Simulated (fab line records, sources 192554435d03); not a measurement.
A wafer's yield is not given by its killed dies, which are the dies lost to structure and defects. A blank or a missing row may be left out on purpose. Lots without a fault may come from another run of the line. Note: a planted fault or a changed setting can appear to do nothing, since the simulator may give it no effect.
Chamber matching -- flow n5Finfet -- 4 sister chambers for N5_BEOL_M1_DESCUM_16 on rieDiel-03
The step chemistry O2, time 7 s. 4 wafers are shown with their chamber, then 7 later ones without.

WAFERS WITH THEIR CHAMBER
wafer,chamber,showerheadPlenumPTorr (Torr)
L076.4,3,2.19
L076.5,2,2.13
L085.2,1,2.09
L085.4,0,2.03

WAFERS MISSING THEIR CHAMBER
wafer,showerheadPlenumPTorr (Torr)
L085.6,2.09
L089.1,2.17
L089.3,2.12
L089.6,2.03
L094.2,2.12
L094.4,2.02
L094.5,2.12

THE CHAMBER EACH PASSED THROUGH
wafer,from the rows above,in truth
L085.6,1,1
L089.1,can't be placed: 3 or 2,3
L089.3,can't be placed: 2 or 1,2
L089.6,0,0
L094.2,can't be placed: 2 or 1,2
L094.4,0,0
L094.5,can't be placed: 2 or 1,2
Correctly placed: 3 of 7. Unplaceable from these rows: 4, with the true chamber sitting among the candidates in 4. 0 placed wrongly.
How it was worked out, from the rows above alone: a wafer's distance from a chamber is the root of the sum, over the readings, of the square of ((its reading less the chamber's mean) divided by the reading's scatter). The wafer belongs to the nearest chamber; if the next one is less than 2 further off, it can't be placed. A chamber's mean is the mean of its shown wafers. The scatter (one wafer shown for each chamber): square how far every hidden wafer sits from the nearest shown wafer, average those squares and take the square root.
